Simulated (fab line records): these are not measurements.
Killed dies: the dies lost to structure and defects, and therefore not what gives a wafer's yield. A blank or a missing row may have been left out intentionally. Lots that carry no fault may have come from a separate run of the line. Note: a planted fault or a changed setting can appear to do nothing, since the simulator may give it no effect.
fab line records	flow n5-finfet
[record] lots = 7	wafers = 21
route steps=1938 shown WELL_APT@40 FIN_SAQP@96
start-h: the number of hours between the record's first day and the start of the first shown wafer of the lot	wait-h: time in hours since the lot's previous step	" as in the row above	L1.1+2: a row that stands for several wafers	- either no value or no given start	* or withheld: withheld	< > ~ a bound
route shown NAME@n: names a module that has steps shown in the file, with the first one's number in the route	usual: average and standard deviation across the fault-free wafers	same: alike in all rows	chamber/n: place in a boat	sites: per-site readings	_std_site: standard deviation across them	_edge_site: the outer-site mean with the inner-site mean subtracted	radius-mm: how far each site lies from the wafer's centre	mask NAME#n: copy n	behind: the tool/chamber that last shaped the wafer	hold: why the lot was held/for how many hours/how that ended	device: whichever transistor did not switch (one of n, p or np)	end of line: the tests these same wafers got at the end of their route	a step given without rows: its recipe and nothing more	killed: the dies lost at the first sort to structure and to defects; this is not the yield of the wafer	map: shows each die of a wafer: x if killed, . if not, _ if none is there
set.NAME: the setting as run; set.NAME@STEP: as run at that earlier step	model.NAME: the simulator's own value behind a step, which no gauge read
lots where settings were altered on purpose, with a table for each step and a row for each wafer
[[steps]]
[step N5_WELL_APT_PEB_23]
[recipe] peb-temp-c = 130	peb-time-s = 90
lot.wafer	tool	chamber	start-h	wait-h	set.peb-temp-c
L075.1+3+6	litho-track-01	0	20.69	0.1	130
L076.2	litho-track-03	0	26.91	0.0	126.8
L076.3+6	"	0	"	"	130
L079.2+3+4	litho-track-03	0	44.89	0.0	130
L083.1+3	litho-track-01	0	69.99	0.1	130
L083.5	"	0	"	"	132.6
L091.3	litho-track-01	0	116.69	0.0	132
L091.4+5	"	0	"	"	130
L092.4+5+6	litho-track-01	0	123.08	0.0	130
L094.2+3+4	litho-track-04	0	134.84	0.0	130
[step N5_WELL_APT_DEVELOP_24]
[recipe] develop-time-s = 45	rinse-liquid = surfactant-rinse	dry = air-spin	dev-temp-c = 21
[step N5_WELL_APT_HARDBAKE_29]
[recipe] temp-c = 130	time-s = 120
[step N5_WELL_APT_CD_MEAS_25]
[recipe] target-cd-nm = 200	landing-energy-ev = 500	detector = se-inlens
[usual] cd-nm = 199.4/1.9
lot.wafer	tool	chamber	start-h	wait-h	set.peb-temp-c@WELL_APT_PEB_23	cd-nm
L075.1	cd-sem-01	0	20.80	-	130	198.5
L075.3	"	0	"	"	130	196.9
L075.6	"	0	"	"	130	198.2
L076.2	cd-sem-01	0	27.03	-	126.8	176.0
L076.3	"	0	"	"	130	200.1
L076.6	"	0	"	"	130	196.6
L079.2	cd-sem-01	0	45.00	-	130	199.6
L079.3	"	0	"	"	130	195.1
L079.4	"	0	"	"	130	200.4
L083.1	cd-sem-03	0	70.10	-	130	198.4
L083.3	"	0	"	"	130	207.8
L083.5	"	0	"	"	132.6	221.5
L091.3	cd-sem-01	0	116.81	-	132	209.4
L091.4	"	0	"	"	130	202.1
L091.5	"	0	"	"	130	203.1
L092.4	cd-sem-02	0	123.20	-	130	207.1
L092.5	"	0	"	"	130	201.9
L092.6	"	0	"	"	130	197.3
L094.2	cd-sem-03	0	134.96	-	130	200.7
L094.3	"	0	"	"	130	204.1
L094.4	"	0	"	"	130	209.4
[step N5_WELL_APT_DESCUM_30]
[recipe] chemistry = O2	time-s = 7.9	source-power-w = 50	bias-power-w = 20	pressure-mtorr = 20	rf-frequency-hz = 2.712e+07	temp-c = 40	o2-flow-sccm = 225
lot.wafer	tool	chamber	start-h	wait-h	set.peb-temp-c@WELL_APT_PEB_23	model.WELL_APT.cd-nm
L075.1	rie-diel-03	3	21.07	0.2	130	198.2
L075.3	"	2	"	"	130	196.7
L075.6	"	3	"	"	130	198.3
L076.2	rie-diel-04	1	27.28	0.2	126.8	176.3
L076.3	"	2	"	"	130	200.1
L076.6	"	3	"	"	130	196.6
L079.2	rie-diel-02	0	45.09	0.0	130	199.6
L079.3	"	2	"	"	130	195.4
L079.4	"	1	"	"	130	200.3
L083.1	rie-diel-04	2	70.19	0.0	130	198.6
L083.3	"	1	"	"	130	207.5
L083.5	"	1	"	"	132.6	221.6
L091.3	rie-diel-03	0	117.00	0.1	132	209.5
L091.4	"	1	"	"	130	202.5
L091.5	"	0	"	"	130	203.2
L092.4	rie-diel-04	1	123.50	0.2	130	207.5
L092.5	"	2	"	"	130	202
L092.6	"	1	"	"	130	197.4
L094.2	rie-diel-02	3	135.12	0.1	130	200.7
L094.3	"	2	"	"	130	204.2
L094.4	"	0	"	"	130	209.2
[step N5_FIN_SAQP_HM_DEP_03]
[recipe] material = SiNx	target-thk-a = 380	temp-c = 400	precursor = SiH4/NH3/N2	pressure-torr = 1.5	rf-w = 300	time-s = 33.6
lot.wafer	tool	chamber	start-h	wait-h	set.time-s	model.SiNx_of_FIN_SAQP_HM_DEP_03.thk-nm
L075.1	pecvd-04	1	27.46	0.2	33.6	37.47
L075.3	"	0	"	"	31.81	35.84
L075.6	"	2	"	"	33.6	37.62
L076.2	pecvd-03	0	33.16	0.2	35.13	38.91
L076.3	"	1	"	"	35.13	38.5
L076.6	"	0	"	"	33.6	38.15
L079.2	pecvd-03	2	50.56	0.2	33.6	38.19
L079.3	"	0	"	"	33.6	37.9
L079.4	"	2	"	"	33.6	38.73
L083.1	pecvd-02	0	76.85	0.3	33.6	38.09
L083.3	"	1	"	"	32.06	36.75
L083.5	"	2	"	"	32.06	36.4
L091.3	pecvd-02	2	122.94	0.1	33.6	37.14
L091.4	"	0	"	"	36.1	41.21
L091.5	"	1	"	"	33.6	38.93
L092.4	pecvd-04	0	129.82	0.1	33.6	37.6
L092.5	"	2	"	"	33.6	37.45
L092.6	"	1	"	"	33.6	38.64
L094.2	pecvd-03	2	141.02	0.2	33.6	38.14
L094.3	"	0	"	"	30.87	34.34
L094.4	"	0	"	"	33.6	38.5
[step N5_FIN_SAQP_THK_MEAS_05]
[usual] thk-nm = 38.0/0.59
lot.wafer	tool	chamber	start-h	wait-h	set.time-s@FIN_SAQP_HM_DEP_03	thk-nm
L075.1	film-metro-02	-	27.55	0.1	33.6	37.5
L075.3	"	-	"	"	31.81	35.9
L075.6	"	-	"	"	33.6	37.6
L076.2	film-metro-01	-	33.25	0.1	35.13	38.9
L076.3	"	-	"	"	35.13	38.5
L076.6	"	-	"	"	33.6	38.2
L079.2	film-metro-01	-	50.67	0.1	33.6	38.2
L079.3	"	-	"	"	33.6	37.9
L079.4	"	-	"	"	33.6	38.7
L083.1	film-metro-02	-	76.94	0.1	33.6	38.1
L083.3	"	-	"	"	32.06	36.7
L083.5	"	-	"	"	32.06	36.4
L091.3	film-metro-01	-	123.02	0.1	33.6	37.1
L091.4	"	-	"	"	36.1	41.2
L091.5	"	-	"	"	33.6	39.0
L092.4	film-metro-01	-	129.88	0.0	33.6	37.6
L092.5	"	-	"	"	33.6	37.4
L092.6	"	-	"	"	33.6	38.6
L094.2	film-metro-02	-	141.10	0.1	33.6	38.1
L094.3	"	-	"	"	30.87	34.3
L094.4	"	-	"	"	33.6	38.5
[step N5_FIN_SAQP_PECVD_48]
[recipe] material = SiNx	target-thk-a = 250	temp-c = 400	precursor = SiH4/NH3/N2	pressure-torr = 1.5	rf-w = 300	time-s = 22.1
lot.wafer	tool	chamber	start-h	wait-h	set.time-s	model.SiNx_of_FIN_SAQP_PECVD_48.thk-nm
L075.1	pecvd-04	1	27.63	0.0	22.1	24.7
L075.3	"	0	"	"	24.94	27.87
L075.6	"	0	"	"	22.1	25.42
L076.2	pecvd-03	0	33.33	0.0	24.82	28.03
L076.3	"	2	"	"	22.1	24.67
L076.6	"	2	"	"	22.1	25.01
L079.2	pecvd-02	1	50.75	0.0	22.1	24.88
L079.3	"	0	"	"	22.1	25.05
L079.4	"	2	"	"	22.1	24.93
L083.1	pecvd-04	0	77.02	0.0	22.1	25.09
L083.3	"	1	"	"	22.1	25.06
L083.5	"	0	"	"	22.1	25.26
L091.3	pecvd-03	0	123.10	0.0	22.1	24.73
L091.4	"	0	"	"	22.1	24.95
L091.5	"	2	"	"	22.1	25.14
L092.4	pecvd-02	0	129.98	0.0	22.1	25.26
L092.5	"	2	"	"	22.1	24.97
L092.6	"	1	"	"	25.07	28.99
L094.2	pecvd-04	0	141.18	0.0	24.35	27.68
L094.3	"	1	"	"	22.1	25.02
L094.4	"	2	"	"	22.1	25.46
[step N5_FIN_SAQP_COAT_50]
[recipe] resist = SiARC	temp-c = 220	time-s = 60	spin-rpm = 1500	resist-thk-nm = 35
lot.wafer	tool	chamber	start-h	wait-h	set.spin-rpm	model.SiARC_of_FIN_SAQP_COAT_50.thk-nm
L075.1	litho-track-05	0	-	-	1611	33.75
L075.3	"	0	"	"	1500	35.1
L075.6	"	0	"	"	1500	34.99
L076.2	litho-track-04	0	-	-	1382	36.56
L076.3	"	0	"	"	1500	35.03
L076.6	"	0	"	"	1500	34.96
L079.2	litho-track-04	0	-	-	1500	35.04
L079.3	"	0	"	"	1500	35.01
L079.4	"	0	"	"	1500	35.06
L083.1	litho-track-05	0	-	-	1500	35
L083.3	"	0	"	"	1500	34.97
L083.5	"	0	"	"	1577	34.18
L091.3	litho-track-04	0	-	-	1500	34.91
L091.4	"	0	"	"	1500	34.9
L091.5	"	0	"	"	1500	34.92
L092.4	litho-track-04	0	-	-	1426	35.97
L092.5	"	0	"	"	1426	36.11
L092.6	"	0	"	"	1500	34.99
L094.2	litho-track-01	0	-	-	1500	34.92
L094.3	"	0	"	"	1500	34.78
L094.4	"	0	"	"	1500	34.9
[step N5_FIN_SAQP_PEB_14]
[recipe] peb-temp-c = withheld	peb-time-s = 60	resist = CAR-ArF
lot.wafer	tool	chamber	start-h	wait-h	set.peb-time-s
L075.1+3	litho-track-01	0	28.07	0.1	54.14
L075.6	"	0	"	"	60
L076.2+3	litho-track-04	0	33.90	0.0	60
L076.6	"	0	"	"	50.63
L079.2+3+4	litho-track-05	0	51.21	0.0	60
L083.1+5	litho-track-04	0	77.44	0.1	60
L083.3	"	0	"	"	70.85
L091.3+4	litho-track-04	0	123.52	0.0	60
L091.5	"	0	"	"	66.58
L092.4	litho-track-05	0	130.38	0.0	60
L092.5+6	"	0	"	"	67.73
L094.2	litho-track-04	0	141.73	0.0	60
L094.3+4	"	0	"	"	72.98
[step N5_FIN_SAQP_DEVELOP_15]
[recipe] develop-time-s = 30	developer = TMAH	resist = CAR-ArF	dev-temp-c = 23	rinse-liquid = diw	dry = air-spin
[step N5_FIN_SAQP_CD_MEAS_16]
[recipe] target-cd-nm = 35.6	landing-energy-ev = 500	detector = se-inlens
[usual] cd-nm = 35.4/0.34
lot.wafer	tool	chamber	start-h	wait-h	set.peb-time-s@FIN_SAQP_PEB_14	cd-nm
L075.1	cd-sem-01	0	28.14	-	54.14	37.4
L075.3	"	0	"	"	54.14	37.2
L075.6	"	0	"	"	60	35.4
L076.2	cd-sem-02	0	33.97	-	60	34.9
L076.3	"	0	"	"	60	35.1
L076.6	"	0	"	"	50.63	37.9
L079.2	cd-sem-01	0	51.28	-	60	36.4
L079.3	"	0	"	"	60	35.3
L079.4	"	0	"	"	60	35.5
L083.1	cd-sem-03	0	77.50	-	60	35.0
L083.3	"	0	"	"	70.85	33.0
L083.5	"	0	"	"	60	35.8
L091.3	cd-sem-02	0	123.59	-	60	35.3
L091.4	"	0	"	"	60	35.0
L091.5	"	0	"	"	66.58	33.3
L092.4	cd-sem-03	0	130.45	-	60	35.4
L092.5	"	0	"	"	67.73	33.8
L092.6	"	0	"	"	67.73	34.0
L094.2	cd-sem-01	0	141.80	-	60	35.6
L094.3	"	0	"	"	72.98	32.7
L094.4	"	0	"	"	72.98	32.6
[step N5_FIN_SAQP_DESCUM_21]
[recipe] chemistry = O2	time-s = 7.9	source-power-w = 50	bias-power-w = 20	pressure-mtorr = 20	rf-frequency-hz = 2.712e+07	temp-c = 40	resist = CAR-ArF	o2-flow-sccm = 225
[step N5_FIN_SAQP_ETCH_51]
[recipe] chemistry = CF4	target = SiARC	target-depth-a = 455	mask-material = CAR-ArF	time-s = 75.8	ion-energy-ev = 80	pressure-mtorr = 40	source-w = 545	bias-w = 36	Ar_flow_sccm = 100	cf4-flow-sccm = 100	ends = cleared
lot.wafer	tool	chamber	start-h	wait-h	set.spin-rpm@FIN_SAQP_COAT_50	model.etch.depth-nm	model.CAR-ArF_of_FIN_SAQP_COAT_10.thk-nm
L075.1	rie-diel-04	3	28.27	0.0	1611	33.75	52.4
L075.3	"	0	"	"	1500	35.1	51.08
L075.6	"	3	"	"	1500	34.99	51.4
L076.2	rie-diel-04	0	34.10	0.0	1382	36.56	49.17
L076.3	"	1	"	"	1500	35.03	50.86
L076.6	"	0	"	"	1500	34.96	50.96
L079.2	rie-diel-02	3	51.41	0.0	1500	35.04	50.64
L079.3	"	0	"	"	1500	35.01	50.79
L079.4	"	2	"	"	1500	35.06	50.72
L083.1	rie-diel-02	2	77.64	0.0	1500	35	51.41
L083.3	"	1	"	"	1500	34.97	51.1
L083.5	"	0	"	"	1577	34.18	51.95
L091.3	rie-diel-04	3	123.72	0.0	1500	34.91	51.47
L091.4	"	0	"	"	1500	34.9	51.01
L091.5	"	2	"	"	1500	34.92	51.01
L092.4	rie-diel-02	1	130.68	0.0	1426	35.97	50.23
L092.5	"	1	"	"	1426	36.11	49.97
L092.6	"	0	"	"	1500	34.99	51.14
L094.2	rie-diel-04	2	141.93	0.0	1500	34.92	50.67
L094.3	"	1	"	"	1500	34.78	50.82
L094.4	"	3	"	"	1500	34.9	50.98
[step N5_FIN_SAQP_ETCH_52]
[recipe] chemistry = N2/H2	target = SOC	target-depth-a = 1000	overetch-a = 200	mask-material = SiARC	temp-c = 40	time-s = 150	ion-energy-ev = 200	pressure-mtorr = 30	source-w = 840	bias-w = 150	n2-flow-sccm = 200	h2-flow-sccm = 200	ends = end-point
lot.wafer	tool	chamber	start-h	wait-h	set.spin-rpm@FIN_SAQP_COAT_50	model.SiARC_of_FIN_SAQP_COAT_50.thk-nm
L075.1	rie-diel-04	3	28.33	0.0	1611	27.92
L075.3	"	0	"	"	1500	29.07
L075.6	"	3	"	"	1500	29.15
L076.2	rie-diel-04	0	34.15	0.0	1382	30.5
L076.3	"	1	"	"	1500	29.13
L076.6	"	0	"	"	1500	28.87
L079.2	rie-diel-02	3	51.47	0.0	1500	28.7
L079.3	"	0	"	"	1500	29.15
L079.4	"	2	"	"	1500	29.26
L083.1	rie-diel-02	2	77.69	0.0	1500	29.24
L083.3	"	1	"	"	1500	29.09
L083.5	"	0	"	"	1577	28.34
L091.3	rie-diel-04	3	123.78	0.0	1500	28.88
L091.4	"	0	"	"	1500	28.92
L091.5	"	2	"	"	1500	29.23
L092.4	rie-diel-02	1	130.74	0.0	1426	30.03
L092.5	"	1	"	"	1426	30.14
L092.6	"	0	"	"	1500	29.18
L094.2	rie-diel-04	2	141.98	0.0	1500	29.17
L094.3	"	1	"	"	1500	28.87
L094.4	"	3	"	"	1500	28.83
[step N5_FIN_SAQP_STRIP_53]
[recipe] chemistry = N2/H2	temp-c = 40	n2-flow-sccm = 200	h2-flow-sccm = 200	rf-frequency-hz = 6e+07
[step N5_FIN_SAQP_HM_OPEN_73]
[recipe] chemistry = CHF3/O2	target = SiO2	stop-on = a-Si	target-depth-a = 120	over-etch-frac = 1.8	mask-material = SOC	time-s = 16.8	pressure-mtorr = 30	source-w = 650	bias-w = 170	Ar_flow_sccm = 200	CHF3_flow_sccm = 50	O2_flow_sccm = 5	ion-energy-ev = 200	ends = end-point
[step N5_FIN_SAQP_MANDREL1_REMOVE_56]
[recipe] chemistry = HBr/Cl2/O2	bt-time-s = 10	target = a-Si	stop-on = SiNx	endpoint = OES-SiCl	over-etch-frac = 1	icp-w = 600	bias-w = 22	HBr_flow_sccm = 150	Cl2_flow_sccm = 80	O2_flow_sccm = 5	pressure-mtorr = 10
[step N5_FIN_SAQP_ETCH_57]
[recipe] chemistry = CH3F/O2	target = SiNx	mask-material = SiO2	target-depth-a = 325	time-s = 46.4	pressure-mtorr = 30	source-w = 395	bias-w = 73	Ar_flow_sccm = 150	CH3F_flow_sccm = 30	O2_flow_sccm = 20	ion-energy-ev = 120	ends = cleared
[usual] etch-rf-on-time-s = 46.2/0.98
lot.wafer	tool	chamber	start-h	wait-h	set.time-s@FIN_SAQP_PECVD_48	etch-rf-on-time-s	model.etch.depth-nm
L075.1	rie-diel-03	3	30.92	0.6	22.1	46.6	24.7
L075.3	"	2	"	"	24.94	50.8	27.84
L075.6	"	2	"	"	22.1	46.8	25.42
L076.2	rie-diel-03	0	36.99	0.1	24.82	50.9	28.03
L076.3	"	2	"	"	22.1	44.9	24.67
L076.6	"	3	"	"	22.1	46.9	25.01
L079.2	rie-diel-04	2	53.54	0.1	22.1	47.5	24.84
L079.3	"	1	"	"	22.1	46.3	25.05
L079.4	"	1	"	"	22.1	45.8	24.93
L083.1	rie-diel-02	2	79.67	0.1	22.1	46.7	25.09
L083.3	"	3	"	"	22.1	45.2	25.06
L083.5	"	3	"	"	22.1	45.5	25.26
L091.3	rie-diel-02	2	125.78	0.0	22.1	46.0	24.73
L091.4	"	0	"	"	22.1	46.7	24.95
L091.5	"	2	"	"	22.1	46.9	25.14
L092.4	rie-diel-04	0	133.70	0.0	22.1	46.5	25.26
L092.5	"	2	"	"	22.1	47.6	24.97
L092.6	"	1	"	"	25.07	52.6	28.99
L094.2	rie-diel-02	1	143.95	0.0	24.35	51.1	27.67
L094.3	"	3	"	"	22.1	45.4	25.02
L094.4	"	0	"	"	22.1	47.3	25.46
[step N5_FIN_SAQP_ETCH_65]
[recipe] chemistry = CF4	target = SiO2	target-depth-a = 40	ion-energy-ev = 350	time-s = 4.4	pressure-mtorr = 10	icp-w = 800	bias-w = 400	cf4-flow-sccm = 80
[step N5_FIN_SAQP_MANDREL_ETCH_58]
[recipe] chemistry = HBr/Cl2	target = a-Si	target-depth-a = 450	bt-time-s = 10	stop-on = SiNx	mask-material = SiO2	over-etch-frac = 0.8	time-s = 27	pressure-mtorr = 10	icp-w = 800	bias-w = 75	HBr_flow_sccm = 150	Cl2_flow_sccm = 80	ends = end-point
lot.wafer	tool	chamber	start-h	wait-h	set.time-s@FIN_SAQP_HM_DEP_03	model.SiNx_of_FIN_SAQP_HM_DEP_03.thk-nm
L075.1	rie-si-02	2	31.06	0.0	33.6	37.4
L075.3	"	1	"	"	31.81	35.84
L075.6	"	2	"	"	33.6	37.6
L076.2	rie-si-03	3	37.13	0.0	35.13	38.8
L076.3	"	1	"	"	35.13	38.5
L076.6	"	3	"	"	33.6	38
L079.2	rie-si-03	2	53.68	0.0	33.6	38
L079.3	"	0	"	"	33.6	37.8
L079.4	"	3	"	"	33.6	38.6
L083.1	rie-si-03	3	79.86	0.0	33.6	38
L083.3	"	0	"	"	32.06	36.8
L083.5	"	0	"	"	32.06	36.4
L091.3	rie-si-03	3	125.92	0.0	33.6	37
L091.4	"	2	"	"	36.1	41
L091.5	"	0	"	"	33.6	39
L092.4	rie-si-03	2	133.84	0.0	33.6	37.4
L092.5	"	2	"	"	33.6	37.2
L092.6	"	3	"	"	33.6	38.6
L094.2	rie-si-06	3	144.10	0.0	33.6	38.2
L094.3	"	1	"	"	30.87	34.34
L094.4	"	2	"	"	33.6	38.5
[step N5_FIN_SAQP_RECESS_63]
[recipe] chemistry = HF/NH3	target = SiO2	target-depth-a = 180	afs-cycles = 3	temp-c = 30	sublimation-temp-c = 180	sublimation-time-s = 60
[step N5_FIN_SAQP_COAT_68]
[recipe] resist = SOC	temp-c = 250	time-s = 60	spin-rpm = 1500	resist-thk-nm = 100
[step N5_FIN_SAQP_MANDREL2_REMOVE_60]
[recipe] chemistry = HBr/Cl2/O2	bt-time-s = 10	target = a-Si	stop-on = SiNx	endpoint = OES-SiCl	over-etch-frac = 1	icp-w = 600	bias-w = 22	HBr_flow_sccm = 150	Cl2_flow_sccm = 80	O2_flow_sccm = 5	pressure-mtorr = 10
[step N5_FIN_SAQP_HM_OPEN_33]
[recipe] chemistry = CH3F/O2	target = SiNx	mask-material = SiO2	target-depth-a = 494	time-s = 70.6	pressure-mtorr = 30	source-w = 395	bias-w = 73	Ar_flow_sccm = 150	CH3F_flow_sccm = 30	O2_flow_sccm = 20	ion-energy-ev = 120	ends = cleared
[usual] etch-rf-on-time-s = 69.0/1.4
lot.wafer	tool	chamber	start-h	wait-h	set.time-s@FIN_SAQP_HM_DEP_03	etch-rf-on-time-s	model.etch.depth-nm
L075.1	rie-diel-03	0	32.77	0.2	33.6	67.2	36.81
L075.3	"	2	"	"	31.81	65.2	35.21
L075.6	"	3	"	"	33.6	69.8	36.96
L076.2	rie-diel-04	0	38.54	0.0	35.13	70.2	38.17
L076.3	"	3	"	"	35.13	70.5	37.88
L076.6	"	0	"	"	33.6	68.6	37.4
L079.2	rie-diel-02	0	55.18	0.0	33.6	69.8	37.3
L079.3	"	2	"	"	33.6	70.0	37.26
L079.4	"	3	"	"	33.6	68.8	37.98
L083.1	rie-diel-04	2	81.76	0.0	33.6	70.1	37.34
L083.3	"	0	"	"	32.06	66.9	36.11
L083.5	"	1	"	"	32.06	65.5	35.76
L091.3	rie-diel-02	1	128.51	0.1	33.6	67.0	36.39
L091.4	"	3	"	"	36.1	72.6	40.33
L091.5	"	3	"	"	33.6	68.7	38.29
L092.4	rie-diel-02	1	135.66	0.1	33.6	67.9	36.72
L092.5	"	1	"	"	33.6	67.2	36.57
L092.6	"	2	"	"	33.6	70.6	37.89
L094.2	rie-diel-04	1	145.51	0.0	33.6	69.0	37.5
L094.3	"	3	"	"	30.87	61.5	33.71
L094.4	"	2	"	"	33.6	71.1	37.87
[step N5_FIN_SAQP_ETCH_34]
[recipe] chemistry = C4F6/O2	target = SiO2	target-depth-a = 450	time-s = 15	ion-energy-ev = 250	pressure-mtorr = 30	source-w = 345	bias-w = 185	Ar_flow_sccm = 300	C4F6_flow_sccm = 10	O2_flow_sccm = 10	ends = cleared
[step N5_FIN_SAQP_STRIP_77]
[recipe] chemistry = N2/H2	time-s = 90	power-w = 100	temp-c = 40	pressure-mtorr = 100	rf-frequency-hz = 6e+07	bias-power-w = 3	n2-flow-sccm = 300	h2-flow-sccm = 300
[step N5_FIN_SAQP_ETCH_64]
[recipe] chemistry = CF4	target = SiO2	target-depth-a = 15	ion-energy-ev = 350	pressure-mtorr = 10	icp-w = 800	bias-w = 400	cf4-flow-sccm = 80
[step N5_FIN_SAQP_FIN_ETCH_36]
[recipe] chemistry = HBr/Cl2/O2	target-depth-a = 1200	mask-material = SiNx	time-s = 50.4	bias-w = 102	pressure-mtorr = 10	icp-w = 800	HBr_flow_sccm = 150	Cl2_flow_sccm = 80	O2_flow_sccm = 12
lot.wafer	tool	chamber	start-h	wait-h	set.time-s@FIN_SAQP_HM_DEP_03	model.SiNx_of_FIN_SAQP_HM_DEP_03.thk-nm
L075.1	rie-si-02	3	33.05	0.0	33.6	21.2
L075.3	"	1	"	"	31.81	19.6
L075.6	"	3	"	"	33.6	21.6
L076.2	rie-si-03	2	38.83	0.0	35.13	21.4
L076.3	"	0	"	"	35.13	21.8
L076.6	"	0	"	"	33.6	21.2
L079.2	rie-si-03	3	55.47	0.0	33.6	20.8
L079.3	"	0	"	"	33.6	21
L079.4	"	1	"	"	33.6	21.4
L083.1	rie-si-03	0	82.04	0.0	33.6	21.4
L083.3	"	3	"	"	32.06	19.6
L083.5	"	3	"	"	32.06	19.2
L091.3	rie-si-03	1	128.80	0.0	33.6	20
L091.4	"	0	"	"	36.1	24.2
L091.5	"	3	"	"	33.6	21.8
L092.4	rie-si-02	2	135.95	0.0	33.6	20.4
L092.5	"	1	"	"	33.6	21
L092.6	"	0	"	"	33.6	21.6
L094.2+4	rie-si-06	0,2	145.80	0.0	33.6	21.6
L094.3	"	1	"	"	30.87	17.8
[[key]]
[split] step = N5_WELL_APT_PEB_23	setting = peb-temp-c	stated = 130	by = wafer
[response] step = N5_WELL_APT_CD_MEAS_25	reading = cd-nm	change = +8.23	per = 1%	r = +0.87
[response] step = N5_WELL_APT_DESCUM_30	reading = model.WELL_APT.cd-nm	change = +8.18	per = 1%	r = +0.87
[split] step = N5_FIN_SAQP_HM_DEP_03	setting = time-s	stated = 33.6	by = wafer
[response] step = N5_FIN_SAQP_HM_DEP_03	reading = model.SiNx_of_FIN_SAQP_HM_DEP_03.thk-nm	change = +0.389	per = 1%	r = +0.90
[response] step = N5_FIN_SAQP_THK_MEAS_05	reading = thk-nm	change = *	per = 1%	r = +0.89
[response] step = N5_FIN_SAQP_MANDREL_ETCH_58	reading = model.SiNx_of_FIN_SAQP_HM_DEP_03.thk-nm	change = +0.382	per = 1%	r = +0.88
[response] step = N5_FIN_SAQP_HM_OPEN_33	reading = etch-rf-on-time-s	change = *	per = 1%	r = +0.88
[response] step = N5_FIN_SAQP_HM_OPEN_33	reading = model.etch.depth-nm	change = +0.38	per = 1%	r = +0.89
[response] step = N5_FIN_SAQP_FIN_ETCH_36	reading = model.SiNx_of_FIN_SAQP_HM_DEP_03.thk-nm	change = +0.397	per = 1%	r = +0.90
[split] step = N5_FIN_SAQP_PECVD_48	setting = time-s	stated = 22.1	by = wafer
[response] step = N5_FIN_SAQP_PECVD_48	reading = model.SiNx_of_FIN_SAQP_PECVD_48.thk-nm	change = +0.254	per = 1%	r = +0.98
[response] step = N5_FIN_SAQP_ETCH_57	reading = etch-rf-on-time-s	change = *	per = 1%	r = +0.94
[response] step = N5_FIN_SAQP_ETCH_57	reading = model.etch.depth-nm	change = +0.253	per = 1%	r = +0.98
[split] step = N5_FIN_SAQP_COAT_50	setting = spin-rpm	stated = 1500	by = wafer
[response] step = N5_FIN_SAQP_COAT_50	reading = model.SiARC_of_FIN_SAQP_COAT_50.thk-nm	change = -0.187	per = 1%	r = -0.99
[response] step = N5_FIN_SAQP_ETCH_51	reading = model.etch.depth-nm	change = -0.187	per = 1%	r = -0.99
[response] step = N5_FIN_SAQP_ETCH_51	reading = model.CAR-ArF_of_FIN_SAQP_COAT_10.thk-nm	change = +0.186	per = 1%	r = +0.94
[response] step = N5_FIN_SAQP_ETCH_52	reading = model.SiARC_of_FIN_SAQP_COAT_50.thk-nm	change = -0.175	per = 1%	r = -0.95
[split] step = N5_FIN_SAQP_PEB_14	setting = peb-time-s	stated = 60	by = wafer
[response] step = N5_FIN_SAQP_CD_MEAS_16	reading = cd-nm	change = -0.149	per = 1%	r = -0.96
